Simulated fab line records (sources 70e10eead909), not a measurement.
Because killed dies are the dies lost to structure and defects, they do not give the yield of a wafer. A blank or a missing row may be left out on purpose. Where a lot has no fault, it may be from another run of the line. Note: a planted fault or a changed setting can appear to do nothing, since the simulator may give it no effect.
What tool caused it? :: flow nand-harc :: 7 lots, 21 wafers sampled, at 4 steps of a route of 1302

== WHAT THE GAUGES READ, wafer by wafer ==
NHARC_P_STI_CD_MEAS_09 targets a cd of 200 nm.
lot: L508
measured: day 3 09:47
on: cd-sem-02
cd-nm (nm): 202.1 201.8 202.4

lot: L510
measured: day 4 01:23
on: cd-sem-03
cd-nm (nm): 198.0 198.8 198.6

lot: L512
measured: day 4 23:38
on: cd-sem-03
cd-nm (nm): 201.2 200.7 200.2

lot: L515
measured: day 6 04:52
on: cd-sem-02
cd-nm (nm): 203.6 202.0 202.0

lot: L518
measured: day 7 12:52
on: cd-sem-03
cd-nm (nm): 199.5 198.7 198.7

lot: L525
measured: day 10 10:31
on: cd-sem-03
cd-nm (nm): 222.0 225.5 222.6 222.0 225.2 222.4

lot: L529
measured: day 12 00:21
on: cd-sem-03
cd-nm (nm): 201.0 200.6 202.5

== WHICH TOOL RAN EACH LOT (tool, then ch and the chambers of the sampled wafers, then the start) ==
lot: L508
NHARC_P_ZERO_WELL_ETCH_63: rie-si-01 ch 1,3, day 2 07:44
NHARC_P_ZERO_WELL_DESCUM_39: rie-diel-12 ch 1,3, day 2 10:31
NHARC_P_STI_PEB_07: litho-track-07 ch 0, day 3 09:42

lot: L510
NHARC_P_ZERO_WELL_ETCH_63: rie-si-02 ch 1,2,3, day 3 03:46
NHARC_P_ZERO_WELL_DESCUM_39: rie-diel-03 ch 0,1,3, day 3 06:35
NHARC_P_STI_PEB_07: litho-track-07 ch 0, day 4 01:18

lot: L512
NHARC_P_ZERO_WELL_ETCH_63: rie-si-01 ch 0,1,2, day 3 23:40
NHARC_P_ZERO_WELL_DESCUM_39: rie-diel-12 ch 0,1,3, day 4 02:17
NHARC_P_STI_PEB_07: litho-track-07 ch 0, day 4 23:33

lot: L515
NHARC_P_ZERO_WELL_ETCH_63: rie-si-04 ch 0,1, day 5 05:46
NHARC_P_ZERO_WELL_DESCUM_39: rie-diel-08 ch 0,2, day 5 08:22
NHARC_P_STI_PEB_07: litho-track-07 ch 0, day 6 04:46

lot: L518
NHARC_P_ZERO_WELL_ETCH_63: rie-si-01 ch 1,2, day 6 11:49
NHARC_P_ZERO_WELL_DESCUM_39: rie-diel-12 ch 0,1,3, day 6 14:28
NHARC_P_STI_PEB_07: litho-track-03 ch 0, day 7 12:47

lot: L525
NHARC_P_ZERO_WELL_ETCH_63: rie-si-02 ch 1,2, day 9 09:37
NHARC_P_ZERO_WELL_DESCUM_39: rie-diel-12 ch 1,2,3, day 9 12:07
NHARC_P_STI_PEB_07: litho-track-07 ch 0, day 10 10:25

lot: L529
NHARC_P_ZERO_WELL_ETCH_63: rie-si-02 ch 0,1, day 11 01:43
NHARC_P_ZERO_WELL_DESCUM_39: rie-diel-03 ch 0,1, day 11 04:23
NHARC_P_STI_PEB_07: litho-track-03 ch 0, day 12 00:16
- NHARC_P_ZERO_WELL_ETCH_63: etches the open film in HBr/Cl2, target depth 120 nm, time 40.1 s.
- NHARC_P_ZERO_WELL_DESCUM_39: chemistry O2, time 3 s.
- NHARC_P_STI_PEB_07: peb time 80 s.

== THE ANSWER, worked out from the rows above alone ==
Rule: the lots themselves supply what counts as usual. Put in order of their means at a reading, lots are off if they are a third of the lots or fewer, leave a main group of 4 or more, and stand apart from it by a gap of 3 or more times the standard deviation of the main group's means; of several such gaps the widest counts. Not used: any main group whose means are identical at the precision the tables above print for the reading. A lot without any number at a reading at which 4 lots or more have one is off too. Where the step has rows for the other lots, those lots are counted as sound.
Off at NHARC_P_STI_CD_MEAS_09 (cd-nm): L525. The main group has a mean of 200.7 nm with a standard deviation of 1.5.
If a tool, at a process step before that reading, ran all the lots that are off and no sound lot after the first of them, it fits. Those tools and the gauges at NHARC_P_STI_CD_MEAS_09 are tried in the same way. Can't be told from this: 2 tools fit, rie-diel-12 at NHARC_P_ZERO_WELL_DESCUM_39, litho-track-07 at NHARC_P_STI_PEB_07.

== WHAT THE SIMULATOR PUT IN ==
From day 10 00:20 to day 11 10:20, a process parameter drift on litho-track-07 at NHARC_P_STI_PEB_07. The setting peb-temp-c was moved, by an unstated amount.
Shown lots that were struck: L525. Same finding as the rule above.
